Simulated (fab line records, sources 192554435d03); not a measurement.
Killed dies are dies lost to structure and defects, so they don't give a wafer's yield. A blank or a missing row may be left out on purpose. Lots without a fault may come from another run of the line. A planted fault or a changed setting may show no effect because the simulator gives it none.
A struck lot beside a sound one | flow n5_finfet | 39 steps out of a route of 1938
Sound: wafers L913.3, L913.4, L913.6. Struck: wafers L900.2, L900.3, L900.4. The cause comes at the end.
At each step with rows: each side's tool, then ch and its chambers, then its first start. Under that, the readings that differ: sound wafers | struck wafers | difference of the means | sigmas: that difference in standard deviations of wafers without a fault.
alike: readings whose means differ by less than 2 such deviations, and words and numbers that are the same on both sides. not compared: withheld readings, readings that some wafer has no value for, bounds like >300 that may hide the same value, and numbers for which the record gives no deviation and whose values overlap.
The two part at a step that has a row with sigmas, a row that says differs or no value, or rows on one side only. Numbers that don't overlap but have no deviation are shown without sigmas and don't part them. A reading that every wafer of one side lacks parts them only if that side has two wafers or more.

first, 9 steps without rows for these wafers: N5_BEOL_M4_ANNEAL_95 (time 240 s); N5_BEOL_M4_SPUTTER_96 (material Cu, target thk 4.5 nm, time 8.29 s); N5_BEOL_M4_ECD_50 (material Cu, target thk 300 nm); N5_BEOL_M4_ANNEAL_51 (time 90 s); N5_BEOL_M4_CMP_52 (polishes, stops on SiOC, t overpolish 6.8 s, target thk 40 nm); N5_BEOL_M4_PRE_CLEAN_60 (time 15 s); N5_BEOL_M4_CO_CAP_55 (material Co, precursor CCTBA/H2, target thk 2 nm, time 102.1 s); N5_BEOL_M4_PRE_CLEAN_56 (time 15 s); N5_BEOL_M4_DEP_57 (deposits SiCN from 3MS/NH3, target thk 8 nm, time 14 s).
N5_BEOL_M4_RC_MEAS_101:
  sound on prober-02 ch 0, day 13 04:30; struck on prober-02 ch 0, day 10 03:53
  reading       | sound          | struck         | difference | sigmas
  SS_N (mV/dec) | 70.5 71.0 69.2 | 73.3 71.4 71.9 | +2.0       | +2
  alike: DIBL_N, DIBL_P, IOFF_N, IOFF_P, ION_N, ION_P, SS_P, VT_N, VT_P
then, 24 steps without rows for these wafers: N5_BEOL_M5_ILD_DEP_00 (deposits SiCOH lowk from DEMS/porogen, target thk 140.64 nm, time 25.9 s); N5_BEOL_M5_CURE_79 (cures SiCOH lowk, time 240 s); N5_BEOL_M5_PECVD_70 (deposits SiO2 from TEOS/O2, target thk 16 nm, time 18 s); N5_BEOL_M5_HM_DEP_02 (deposits TiN, target thk 20 nm); N5_BEOL_M5_COAT_59 (time 60 s, resist thk 60 nm); N5_BEOL_M5_COAT_60 (time 60 s, resist thk 12 nm); N5_BEOL_M5_COAT_71 (time 60 s, resist thk 5 nm); N5_BEOL_M5_COAT_05 (resist thk 30 nm); N5_BEOL_M5_EBR_07; N5_BEOL_M5_SOFTBAKE_06 (time 60 s); N5_BEOL_M5_EXPOSE_08 (exposes mask M5, target cd 28 nm); N5_BEOL_M5_PEB_09 (peb time 60 s); N5_BEOL_M5_DEVELOP_10 (develop time 30 s); N5_BEOL_M5_DESCUM_16 (chemistry O2, time 7 s); N5_BEOL_M5_ETCH_72 (etches underlayer in N2/H2, target depth 6.5 nm, time 5.2 s); N5_BEOL_M5_ETCH_61 (etches SiARC in CF4, target depth 15.6 nm, time 26 s); N5_BEOL_M5_ETCH_62 (etches SOC in N2/H2, target depth 75 nm, overetch 15 nm, time 112.5 s); N5_BEOL_M5_STRIP_63 (strips in N2/H2); N5_BEOL_M5_STRIP_73 (strips in N2/H2); N5_BEOL_M5_STRIP_64 (strips in CF4); N5_BEOL_M5_HM_OPEN_17 (chemistry Cl2/BCl3, target TiN, target depth 20 nm, overetch 6 nm); N5_BEOL_M5_STRIP_19 (strips in O2); N5_BEOL_M5_COAT_65 (time 60 s, resist thk 60 nm); N5_BEOL_M5_COAT_66 (time 60 s, resist thk 12 nm).
-- the record jumps here: 4 days lie between the struck wafers' starts before and after (it left off in module BEOL_M5 and takes up again in module BEOL_M15, whose first step shown is number 1824 of the route) --
N5_BEOL_M15_CMP_49: polishes, stops on SiO2, t overpolish 4.9 s, target thk 850 nm.
  sound on cmp-04 ch 0,1,3, day 17 00:29; struck on cmp-03 ch 0,1,3, day 13 22:19
  no value came back on the struck wafers for barrier_field_endpoint_s (s), clearing_platen_down_force_psi (psi), motor_current_A (A), overpolish_run_s (s); on the sound wafers barrier_field_endpoint_s (s) reads 11.4 11.5 12.7
  reading                                 | sound             | struck         | difference | sigmas
  model.Cu_of_BEOL_M15_ECD_47.thk_nm (nm) | 827.4 860.2 869.2 | 1832 1862 1870 | +1002      |
N5_BEOL_M15_THK_MEAS_50: measures by xrf.
  sound on film_metro-01, day 17 00:47; struck on film_metro-01, day 13 22:37
  reading      | sound       | struck         | difference | sigmas
  M15_THK (nm) | 828 864 868 | 1867 1881 1880 | +1023      | +46
N5_BEOL_M15_RS_MEAS_54: measures by four-point-probe.
  sound on film_metro-02, day 17 00:55; struck on film_metro-01, day 13 22:44
  reading         | sound                | struck               | difference | sigmas
  M15_RS (ohm/sq) | 0.0222 0.0214 0.0211 | 0.0094 0.0092 0.0092 | -0.0123    | -22
N5_BEOL_M15_INSPECT_55: inspects for defects (darkfield).
  sound on defect_inspect-01, day 17 00:56; struck on defect_inspect-02, day 13 22:46
  reading          | sound      | struck         | difference | sigmas
  raw_defect_count | 128 128 77 | 6463 6513 6392 | +6345      | +99 or more
N5_PASSIVATION_PROBE_49:
  sound on prober-02, day 17 16:03; struck on prober-01, day 14 12:54
  reading                  | sound          | struck         | difference | sigmas
  defect_limited_yield (%) | 90.1 91.3 92.1 | 0 0 0          | -91        | -65
  killed_at_M4_up          | 11 15 16       | 1117 1089 1127 | +1097      | +99 or more
  killed_dies              | 117 103 93     | 1180 1180 1180 | +1076      | +63
  killed_on_rim            | 13 15 15       | 152 152 152    | +138       | +34
  sort_n_pass              | 1063 1077 1087 | 0 0 0          | -1076      | -63
  sort_yield_pct (%)       | 90.1 91.3 92.1 | 0 0 0          | -91        | -61
  alike: killed_at_M0_to_M3, killed_at_contacts, killed_at_front_end, killed_at_other, killed_open, killed_short, sort_bin_5_function, sort_bin_6_memory

WHERE THEY PART
First at N5_BEOL_M4_RC_MEAS_101; last, within this record, at N5_PASSIVATION_PROBE_49.

WHY: what the simulator had put in
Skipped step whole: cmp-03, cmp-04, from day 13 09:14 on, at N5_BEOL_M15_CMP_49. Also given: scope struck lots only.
